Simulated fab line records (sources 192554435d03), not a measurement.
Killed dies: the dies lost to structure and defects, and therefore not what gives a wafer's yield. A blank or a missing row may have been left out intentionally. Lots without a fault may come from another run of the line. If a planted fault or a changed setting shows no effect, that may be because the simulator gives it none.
A lot that was struck, set against a sound lot || flow n5_finfet || 43 steps out of a route of 1938
Sound: wafers L620.1, L620.4, L620.5. Struck: wafer L633.1 (left out: L633.4, L633.5 of the same lot, which were not struck); the cause appears at the end.
Each step with rows lists, per side, the tool, then ch with its chambers, then its first start. Under that, the readings that differ: sound wafers || struck wafers || difference of the means || sigmas: that difference in standard deviations of wafers without a fault.
alike: readings with means less than 2 such deviations apart, plus words and numbers identical on both sides. not compared: withheld readings, readings lacking a value on some wafer, bounds such as >300 that could conceal the same value, and numbers that have no deviation in the record and whose values overlap.
The two part at a step that has a row with sigmas, a row that says differs or no value, or rows on one side only. Numbers that don't overlap but have no deviation are shown without sigmas and don't part them. A reading that every wafer of one side lacks parts them only if that side has two wafers or more.

first, 6 steps without rows for these wafers: N5_BEOL_M5_COAT_22 (resist thk 30 nm); N5_BEOL_M5_EBR_24; N5_BEOL_M5_SOFTBAKE_23 (time 60 s); N5_BEOL_M5_EXPOSE_25 (exposes mask V4, defocus 10 nm); N5_BEOL_M5_PEB_26 (peb time 60 s); N5_BEOL_M5_DEVELOP_27 (develop time 30 s).
N5_BEOL_M5_CD_MEAS_28: target cd 30.6 nm, target cd y 20 nm.
  sound on cd_sem-03 ch 0, day 9 05:47; struck on cd_sem-01 ch 0, day 11 23:08
  alike: cd_nm
N5_BEOL_M5_OVL_MEAS_29:
  sound on overlay-02 ch 0, day 9 05:49; struck on overlay-01 ch 0, day 11 23:10
  alike: V4_OVL
N5_BEOL_M5_INSPECT_30: inspects for defects (brightfield).
  sound on defect_inspect-01, day 9 05:52; struck on defect_inspect-01, day 11 23:13
  alike: raw_defect_count
then, 3 steps without rows for these wafers: N5_BEOL_M5_DESCUM_33 (chemistry O2, time 7 s); N5_BEOL_M5_ETCH_75 (etches underlayer in N2/H2, target depth 6.5 nm, time 5.2 s); N5_BEOL_M5_ETCH_67 (etches SiARC in CF4, target depth 15.6 nm, time 26 s).
N5_BEOL_M5_ETCH_68: etches SOC in N2/H2, target depth 80 nm, overetch 16 nm, time 120 s.
  sound on rie_diel-01 ch 1,2, day 9 05:59; struck on rie_diel-01 ch 3, day 11 23:38
  alike: drypump_motor_current_A, n2_flow_sccm, oes_product_au, rf_vpp_V, showerhead_plenum_p_Torr, throttle_valve_pct
  not compared: rf_hours_counter_h
then, 4 steps without rows for these wafers: N5_BEOL_M5_STRIP_69 (strips in N2/H2); N5_BEOL_M5_STRIP_76 (strips in N2/H2); N5_BEOL_M5_VIA_ETCH_34 (etches SiCOH lowk in C4F6/O2, target depth 88.3 nm, time 39.2 s); N5_BEOL_M5_STRIP_85 (strips in C4F6/O2).
N5_BEOL_M5_STRIP_36: strips in N2/H2.
  sound on rie_diel-01 ch 1,2, day 9 06:08; struck on rie_diel-01 ch 3, day 11 23:47
{"reading": "rf_vpp_V (V)", "sound": "56.0 55.2 59.0", "struck": 60.2, "difference": "+3.5", "sigmas": "+2"}
  alike: drypump_motor_current_A, n2_flow_sccm, oes_product_au, showerhead_plenum_p_Torr, throttle_valve_pct
  not compared: rf_hours_counter_h
N5_BEOL_M5_TRENCH_ETCH_37: etches SiCOH lowk in C4F6/O2, target depth 71.652 nm, time 24.7 s.
  sound: rie_diel-01 ch 1,2; struck: rie_diel-01 ch 3
  alike: C4F6_flow_sccm, drypump_motor_current_A, oes_product_au, rf_vpp_V, showerhead_plenum_p_Torr, throttle_valve_pct
  not compared: rf_hours_counter_h
N5_BEOL_M5_ETCH_41: etches SiCN in CH3F/O2, target depth 31.5 nm, time 56.7 s.
  sound: rie_diel-01 ch 1,2; struck: rie_diel-01 ch 3
  alike: drypump_motor_current_A, oes_product_au, rf_vpp_V, showerhead_plenum_p_Torr, throttle_valve_pct
  not compared: rf_hours_counter_h
then, 1 step without rows for these wafers: N5_BEOL_M5_STRIP_91 (strips in N2/H2, time 10 s).
N5_BEOL_M5_OCD_MEAS_38:
  sound on ocd-01, day 9 06:20; struck on ocd-02, day 11 23:59
  alike: trench_depth_nm
then, 4 steps without rows for these wafers: N5_BEOL_M5_HM_STRIP_39 (strips TiN in peroxide tin strip, target depth 25 nm, time 158 s); N5_BEOL_M5_SRD_40 (time 30 s); N5_BEOL_M5_PRECLEAN_42 (cleans in residue remover, time 60 s); N5_BEOL_M5_SRD_43 (time 30 s).
N5_BEOL_M5_CD_MEAS_35: target cd 28 nm, target cd y 24 nm.
  sound on cd_sem-02, day 9 06:29; struck on cd_sem-02, day 12 00:08
  alike: cd_nm
then, 11 steps without rows for these wafers: N5_BEOL_M5_CURE_80 (cures SiCOH lowk, time 120 s); N5_BEOL_M5_DEGAS_44 (time 60 s); N5_BEOL_M5_PRE_CLEAN_45 (time 30 s); N5_BEOL_M5_ALD_86 (deposits TaN, pulse time 2 s, purge time 3 s, co reactant purge time 2 s); N5_BEOL_M5_SURFACE_TREAT_87; N5_BEOL_M5_CVD_47 (deposits Co from CCTBA/H2, target thk 3 nm, time 216 s); N5_BEOL_M5_SPUTTER_48 (material Cu, target thk 15 nm, time 27.62 s); N5_BEOL_M5_ANNEAL_49 (time 1800 s); N5_BEOL_M5_SPUTTER_81 (material Cu, target thk 15 nm, time 27.62 s); N5_BEOL_M5_ANNEAL_82 (time 1800 s); N5_BEOL_M5_SPUTTER_83 (material Cu, target thk 15 nm, time 27.62 s).
N5_BEOL_M5_ANNEAL_84: time 1800 s.
  sound on pvd_sputter-03, day 9 11:29; struck on pvd_sputter-02, day 12 04:28
  alike: heater_power_w, susceptor_temp_C
then, 1 step without rows for these wafers: N5_BEOL_M5_SPUTTER_88 (material Cu, target thk 15 nm, time 27.62 s).
N5_BEOL_M5_ANNEAL_89: time 1800 s.
  sound on pvd_sputter-03, day 9 12:34; struck on pvd_sputter-02, day 12 05:32
  alike: heater_power_w, susceptor_temp_C
then, 1 step without rows for these wafers: N5_BEOL_M5_SPUTTER_90 (material Cu, target thk 4.5 nm, time 8.29 s).
-- a jump in the record: the struck wafers' starts before and after are 4 days apart (it breaks off in module BEOL_M5 and resumes in module PASSIVATION, where the first step shown is number 1936 of the route) --
N5_PASSIVATION_PROBE_49:
  sound on prober-01, day 13 11:17; struck on prober-01, day 16 03:26
{"reading": "defect_limited_yield (%)", "sound": "91.6 91.1 92.7", "struck": 85.1, "difference": -6.7, "sigmas": -4}
{"reading": "killed_at_M0_to_M3", "sound": "23 20 14", "struck": 45, "difference": "+26", "sigmas": "+2"}
{"reading": "killed_at_M4_up", "sound": "16 14 9", "struck": 91, "difference": "+78", "sigmas": "+16"}
{"reading": "killed_dies", "sound": "99 105 86", "struck": 176, "difference": "+79", "sigmas": "+4"}
{"reading": "killed_on_rim", "sound": "6 12 10", "struck": 25, "difference": "+16", "sigmas": "+4"}
{"reading": "sort_bin_5_function (%)", "sound": "4.7 4.7 4.3", "struck": 9.5, "difference": "+4.9", "sigmas": "+5"}
{"reading": "sort_n_pass", "sound": "1081 1075 1094", "struck": 1004, "difference": -79, "sigmas": -5}
{"reading": "sort_yield_pct (%)", "sound": "91.6 91.1 92.7", "struck": 85.1, "difference": -6.7, "sigmas": -4}
  alike: killed_at_contacts, killed_at_front_end, killed_at_other, killed_open, killed_short, sort_bin_6_memory

== WHERE THEY PART ==
First at N5_BEOL_M5_STRIP_36; last, within this record, at N5_PASSIVATION_PROBE_49.

WHY: the cause the simulator had injected
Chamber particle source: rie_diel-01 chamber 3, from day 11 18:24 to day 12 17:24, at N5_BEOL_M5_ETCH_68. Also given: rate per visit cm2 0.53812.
